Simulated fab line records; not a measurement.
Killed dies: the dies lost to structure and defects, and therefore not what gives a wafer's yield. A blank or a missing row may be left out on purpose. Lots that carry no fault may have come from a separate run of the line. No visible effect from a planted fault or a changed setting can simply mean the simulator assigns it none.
Lot-split experiment | flow n5_finfet | route with 1938 steps; 7 lots, 21 wafers read

THE SPLIT ITSELF
At N5_BEOL_M6_EXPOSE_08 (exposes mask M6), the setting dose_mj was moved away from the recipe's 68.25 on 9 of the 21 wafers read, by -6.2% to +6.0%. The other wafers ran this setting at the recipe's value.

FROM THE SPLIT TO THE READING: what the file shows between them, 20 steps
- N5_BEOL_M6_PEB_09: peb time 60 s
- N5_BEOL_M6_DEVELOP_10: develop time 30 s
- N5_BEOL_M6_CD_MEAS_11: target cd 38.5 nm
- N5_BEOL_M6_DESCUM_16: chemistry O2, time 7.9 s
- N5_BEOL_M6_ETCH_61: etches SiARC in CF4, target depth 45.5 nm, time 75.8 s
- N5_BEOL_M6_ETCH_62: etches SOC in N2/H2, target depth 110 nm, overetch 22 nm, time 165 s
- N5_BEOL_M6_STRIP_68: strips in N2/H2
- N5_BEOL_M6_STRIP_67: strips in CF4
- N5_BEOL_M6_HM_OPEN_17: chemistry Cl2/BCl3, target TiN, target depth 20 nm, overetch 6 nm
- N5_BEOL_M6_STRIP_19: strips in O2
- N5_BEOL_M6_CD_MEAS_18: pitch 80 nm, target cd 40 nm
- N5_BEOL_M6_COAT_63: time 60 s, resist thk 60 nm
- N5_BEOL_M6_COAT_64: time 60 s, resist thk 12 nm
- N5_BEOL_M6_STRIP_76: strips in C4F6/O2
- N5_BEOL_M6_STRIP_36: strips in N2/H2
- N5_BEOL_M6_TRENCH_ETCH_37: etches SiCOH lowk in C4F6/O2, target depth 94.435 nm, time 31.5 s
- N5_BEOL_M6_ETCH_41: etches SiCN in CH3F/O2, target depth 29.7 nm, time 52 s
- N5_BEOL_M6_STRIP_80: strips in N2/H2, time 10 s
- N5_BEOL_M6_PRECLEAN_42: cleans in residue remover, time 60 s
- N5_BEOL_M6_SRD_43: time 30 s

THE READING
cd_nm, in nm, at N5_BEOL_M6_CD_MEAS_35 (target cd 40 nm, target cd y 28 nm). Fault-free wafers of this fab line usually give 40.4 nm, standard deviation 0.69 nm.

wafer  | tool, chamber at the split | dose_mj as run | against the recipe | cd_nm, nm | against lot-mates on the recipe
L076.1 | arfi_scanner-03, 0         | 68.25          | recipe             | 39.8      | -
L076.4 | arfi_scanner-03, 0         | 68.25          | recipe             | 38.9      | -
L076.6 | arfi_scanner-03, 0         | 68.25          | recipe             | 40.0      | -
L081.1 | arfi_scanner-02, 0         | 68.25          | recipe             | 40.3      | -
L081.2 | arfi_scanner-02, 0         | 64.6           | -5.3%              | 37.3      | -3.0
L081.3 | arfi_scanner-02, 0         | 64.6           | -5.3%              | 37.7      | -2.6
L083.1 | arfi_scanner-03, 0         | 72.35          | +6.0%              | 43.9      | +3.7
L083.4 | arfi_scanner-03, 0         | 68.25          | recipe             | 40.2      | -
L083.5 | arfi_scanner-03, 0         | 68.25          | recipe             | 40.2      | -
L088.1 | arfi_scanner-01, 0         | 68.25          | recipe             | 40.1      | -
L088.2 | arfi_scanner-01, 0         | 65.25          | -4.4%              | 37.2      | -3.0
L088.3 | arfi_scanner-01, 0         | 68.25          | recipe             | 40.2      | -
L089.3 | arfi_scanner-03, 0         | 70.23          | +2.9%              | 42.3      | +2.0
L089.4 | arfi_scanner-03, 0         | 68.25          | recipe             | 40.3      | -
L089.6 | arfi_scanner-03, 0         | 70.23          | +2.9%              | 41.6      | +1.3
L096.1 | arfi_scanner-01, 0         | 68.25          | recipe             | 40.9      | -
L096.4 | arfi_scanner-01, 0         | 68.25          | recipe             | 40.6      | -
L096.6 | arfi_scanner-01, 0         | 68.25          | recipe             | 39.6      | -
L097.3 | arfi_scanner-02, 0         | 64.04          | -6.2%              | 38.3      | no lot-mate on the recipe
L097.4 | arfi_scanner-02, 0         | 64.04          | -6.2%              | 36.6      | no lot-mate on the recipe
L097.6 | arfi_scanner-02, 0         | 64.04          | -6.2%              | 37.5      | no lot-mate on the recipe

FIT RESULTS
A straight line over all 21 wafers: cd_nm changes by +0.516 nm for each +1% of dose_mj; r = +0.95; the points scatter about the line by 0.58 nm.
The same after taking each lot's own level away (the mean of its wafers on the recipe; 18 wafers): +0.578 nm for each +1%; r = +0.97; scatter 0.38 nm.
On that fit, the largest move of dose_mj shifts the reading by 3.6 nm.
From 39.57 to 40.37 nm: that is the span of the lots' own levels, equal to 1.2 times the standard deviation above.
So the slope is not independent of the lot-to-lot level: the two fits are not the same.
Check: for one of the wafers moved furthest among these (+6.0%), held out of the fit, the line's prediction against its lot-mates is +3.37 nm. Against them it came out at +3.7 nm.

THE WHOLE CHAIN: every reading that the file lists as answering this split, in the file's order
step                  | what it does                                                         | reading                                                               | change (the file's fit)               | r (the file's)
N5_BEOL_M6_CD_MEAS_11 | target cd 38.5 nm                                                    | cd_nm                                                                 | +0.481 nm for each +1% of the setting | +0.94
N5_BEOL_M6_ETCH_61    | etches SiARC in CF4, target depth 45.5 nm, time 75.8 s               | BEOL_M6.cd_offset_nm (the simulator's own value, which no gauge read) | +0.531 nm for each +1% of the setting | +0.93
N5_BEOL_M6_ETCH_62    | etches SOC in N2/H2, target depth 110 nm, overetch 22 nm, time 165 s | BEOL_M6.cd_offset_nm (the simulator's own value, which no gauge read) | +0.594 nm for each +1% of the setting | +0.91
N5_BEOL_M6_CD_MEAS_18 | pitch 80 nm, target cd 40 nm                                         | cd_nm                                                                 | +0.58 nm for each +1% of the setting  | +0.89
N5_BEOL_M6_CD_MEAS_35 | target cd 40 nm, target cd y 28 nm                                   | cd_nm                                                                 | +0.593 nm for each +1% of the setting | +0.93

FILE'S OWN FIT
cd_nm changes by +0.593 nm for each +1% of dose_mj, r = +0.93.
